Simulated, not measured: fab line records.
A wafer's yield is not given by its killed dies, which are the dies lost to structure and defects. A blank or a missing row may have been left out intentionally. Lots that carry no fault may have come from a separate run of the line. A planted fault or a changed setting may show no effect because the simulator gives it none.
A struck lot beside a sound one ; flow n5Finfet ; 33 out of 1938 route steps
Sound: wafers L362.2, L362.3, L362.4. Struck: wafer L367.1 (L367.3, L367.4, from the same lot, were not struck and are left out); the cause is given at the end.
For every step that has rows: the tool of each side, followed by ch and its chambers, followed by its first start. Under that, the readings that differ: sound wafers ; struck wafers ; difference of the means ; sigmas: that difference in standard deviations of wafers without a fault.
alike: readings with means less than 2 such deviations apart, plus words and numbers identical on both sides. not compared: withheld readings, readings lacking a value on some wafer, bounds such as >300 that could conceal the same value, and numbers that have no deviation in the record and whose values overlap.
Wherever a step has rows on one side only, a row that says differs or no value, or a row with sigmas, the two part there. Non-overlapping numbers with no deviation appear without sigmas and do not part them. A reading missing from all wafers of one side parts the sides only when that side holds two or more wafers.

first, 8 steps without rows for these wafers: N5_BEOL_M12_COAT_58 (time 60 s, resist thk 89 nm); N5_BEOL_M12_COAT_04 (resist thk 400 nm); N5_BEOL_M12_EBR_06; N5_BEOL_M12_SOFTBAKE_05 (time 60 s); N5_BEOL_M12_EXPOSE_07 (exposes mask V11); N5_BEOL_M12_PEB_08 (peb time 90 s); N5_BEOL_M12_DEVELOP_09 (develop time 45 s); N5_BEOL_M12_HARDBAKE_14 (time 120 s).
N5_BEOL_M12_CD_MEAS_10: the cd target is 140 nm.
  sound on cdSem-03 ch 0, day 11 12:23; struck on cdSem-01 ch 0, day 12 12:09
  alike: cdNm
N5_BEOL_M12_OVL_MEAS_11:
  sound on overlay-02 ch 0, day 11 12:25; struck on overlay-02 ch 0, day 12 12:11
  alike: V11_OVL
N5_BEOL_M12_INSPECT_12: inspects for defects (macro).
  sound on defectInspect-01, day 11 12:26; struck on defectInspect-01, day 12 12:12
  alike: rawDefectCount
N5_BEOL_M12_DESCUM_15: chemistry O2, time 7.9 s.
  sound on rieDiel-02 ch 0,2,3, day 11 12:28; struck on rieDiel-06 ch 3, day 12 12:14
reading;sound;struck;difference;sigmas
rfHoursCounterH (h);97 65 139;245;+145;
throttleValvePct (%);20.14 20.12 20.17;20.88;+0.74;+2
  alike: biasPowerW, drypumpMotorCurrentA, oesProductAu, rfVppV, showerheadPlenumPTorr
N5_BEOL_M12_ETCH_59: etches BARC in N2/H2, target depth 89 nm, overetch 26.7 nm, time 67.9 s.
  sound on rieDiel-02 ch 0,2,3, day 11 12:30; struck on rieDiel-06 ch 3, day 12 12:16
reading;sound;struck;difference;sigmas
rfHoursCounterH (h);97 65 139;245;+145;
  alike: drypumpMotorCurrentA, oesProductAu, rfVppV, showerheadPlenumPTorr, throttleValvePct
N5_BEOL_M12_VIA_ETCH_16: etches SiOC in C4F8/O2/Ar, target depth 724.8 nm.
  sound on rieDiel-02 ch 0,2,3, day 11 12:33; struck on rieDiel-06 ch 3, day 12 12:19
reading;sound;struck;difference;sigmas
O2_flow_sccm (sccm);8.033 7.965 7.964;8.035;+0.048;+2
  alike: drypumpMotorCurrentA, oesProductAu, rfVppV, showerheadPlenumPTorr, throttleValvePct
N5_BEOL_M12_STRIP_63: strips in N2/H2.
  sound on plasmaAsher-02 ch 0,1, day 11 12:45; struck on plasmaAsher-02 ch 1, day 12 12:31
  alike: drypumpMotorCurrentA, heaterPowerW, oesProductAu, stripTimeToEndpointS
  not compared: rfHoursCounterH
N5_BEOL_M12_STRIP_64: strips in N2/H2.
  sound on plasmaAsher-02 ch 0,1, day 11 12:49; struck on plasmaAsher-02 ch 1, day 12 12:35
  alike: drypumpMotorCurrentA, heaterPowerW, oesProductAu, stripTimeToEndpointS
  not compared: rfHoursCounterH
then, 2 steps without rows for these wafers: N5_BEOL_M12_STRIP_71 (strips in post etch residue remover, time 60 s); N5_BEOL_M12_SRD_72 (time 30 s, dry time 30 s).
N5_BEOL_M12_CD_MEAS_17: the cd target is 140 nm.
  sound on cdSem-03, day 11 12:58; struck on cdSem-01, day 12 12:44
  alike: cdNm
then, 9 steps without rows for these wafers: N5_BEOL_M12_COAT_65 (time 60 s, resist thk 300 nm); N5_BEOL_M12_COAT_66 (time 60 s, resist thk 110 nm); N5_BEOL_M12_COAT_22 (resist thk 300 nm); N5_BEOL_M12_EBR_24; N5_BEOL_M12_SOFTBAKE_23 (time 60 s); N5_BEOL_M12_EXPOSE_25 (exposes mask M12); N5_BEOL_M12_PEB_26 (peb time 90 s); N5_BEOL_M12_DEVELOP_27 (develop time 45 s); N5_BEOL_M12_HARDBAKE_32 (time 120 s).
N5_BEOL_M12_CD_MEAS_28: the cd target is 160.2 nm.
  sound on cdSem-03 ch 0, day 11 13:25; struck on cdSem-02 ch 0, day 12 13:04
  alike: cdNm
N5_BEOL_M12_OVL_MEAS_29:
  sound on overlay-02 ch 0, day 11 13:26; struck on overlay-01 ch 0, day 12 13:05
  alike: M12_OVL
N5_BEOL_M12_INSPECT_30: inspects for defects (macro).
  sound on defectInspect-01, day 11 13:28; struck on defectInspect-01, day 12 13:07
reading;sound;struck;difference;sigmas
rawDefectCount;4 1 4;>300;differs;
N5_BEOL_M12_DESCUM_33: chemistry O2, time 7.9 s.
  sound on rieDiel-05 ch 0,2,3, day 11 13:46; struck on rieDiel-05 ch 0, day 12 13:13
reading;sound;struck;difference;sigmas
rfHoursCounterH (h);14 136 141;145;+48;
  alike: biasPowerW, drypumpMotorCurrentA, oesProductAu, rfVppV, showerheadPlenumPTorr, throttleValvePct
N5_PASSIVATION_PROBE_49:
  the record has rows for the struck wafers here (prober-02, day 14 01:29) and none for the sound ones

## WHERE THEY PART
Earliest at N5_BEOL_M12_DESCUM_15; latest, in this record, at N5_PASSIVATION_PROBE_49.

WHY: what the simulator had put in
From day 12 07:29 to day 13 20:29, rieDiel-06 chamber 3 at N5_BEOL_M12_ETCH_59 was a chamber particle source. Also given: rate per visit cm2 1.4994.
